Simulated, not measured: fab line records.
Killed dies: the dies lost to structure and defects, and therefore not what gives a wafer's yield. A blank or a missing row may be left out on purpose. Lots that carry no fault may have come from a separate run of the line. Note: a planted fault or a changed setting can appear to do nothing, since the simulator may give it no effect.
Matching of chambers / flow nand_harc / 4 sister chambers for NHARC_A_STAIRCASE_TRIM_12 on rie_diel-13
The step chemistry O2, time 211.2 s. 8 wafers are shown with their chamber, then 7 later ones without.

## WAFERS PAIRED WITH THEIR CHAMBERS
wafer=L074.5; chamber=1; showerhead_plenum_p_Torr (Torr)=3.45; drypump_motor_current_A (A)=5.6
wafer=L079.4; chamber=1; showerhead_plenum_p_Torr (Torr)=3.44; drypump_motor_current_A (A)=5.6
wafer=L084.1; chamber=2; showerhead_plenum_p_Torr (Torr)=3.68; drypump_motor_current_A (A)=5.4
wafer=L087.3; chamber=3; showerhead_plenum_p_Torr (Torr)=3.33; drypump_motor_current_A (A)=5.0
wafer=L087.4; chamber=2; showerhead_plenum_p_Torr (Torr)=3.68; drypump_motor_current_A (A)=5.4
wafer=L087.5; chamber=0; showerhead_plenum_p_Torr (Torr)=3.80; drypump_motor_current_A (A)=5.3
wafer=L093.3; chamber=0; showerhead_plenum_p_Torr (Torr)=3.79; drypump_motor_current_A (A)=5.2
wafer=L093.5; chamber=3; showerhead_plenum_p_Torr (Torr)=3.32; drypump_motor_current_A (A)=5.0

## WAFERS WITHOUT THEIR CHAMBER
wafer=L093.6; showerhead_plenum_p_Torr (Torr)=3.79; drypump_motor_current_A (A)=5.3
wafer=L094.2; showerhead_plenum_p_Torr (Torr)=3.67; drypump_motor_current_A (A)=5.5
wafer=L094.3; showerhead_plenum_p_Torr (Torr)=3.79; drypump_motor_current_A (A)=5.2
wafer=L094.4; showerhead_plenum_p_Torr (Torr)=3.32; drypump_motor_current_A (A)=5.0
wafer=L095.2; showerhead_plenum_p_Torr (Torr)=3.67; drypump_motor_current_A (A)=5.4
wafer=L095.4; showerhead_plenum_p_Torr (Torr)=3.42; drypump_motor_current_A (A)=5.6
wafer=L095.5; showerhead_plenum_p_Torr (Torr)=3.32; drypump_motor_current_A (A)=5.0

## EACH ONE'S CHAMBER
wafer=L093.6; from the rows above=0; in truth=0
wafer=L094.2; from the rows above=2; in truth=2
wafer=L094.3; from the rows above=0; in truth=0
wafer=L094.4; from the rows above=3; in truth=3
wafer=L095.2; from the rows above=2; in truth=2
wafer=L095.4; from the rows above=1; in truth=1
wafer=L095.5; from the rows above=3; in truth=3
7 of 7 placed correctly. Number that these rows cannot place: 0. Placed wrongly: 0.
How it was worked out, from the rows above alone: a wafer's distance from a chamber is the root of the sum, over the readings, of the square of ((its reading less the chamber's mean) divided by the reading's scatter). If the next closest chamber is less than 2 further off than the closest, the wafer can't be placed; otherwise it belongs to the closest. For every chamber, the mean is computed from those of its wafers that are shown. The scatter: take each reading less its chamber's mean, square it, sum over the shown wafers, divide by the number of wafers less the number of chambers, and take the root.
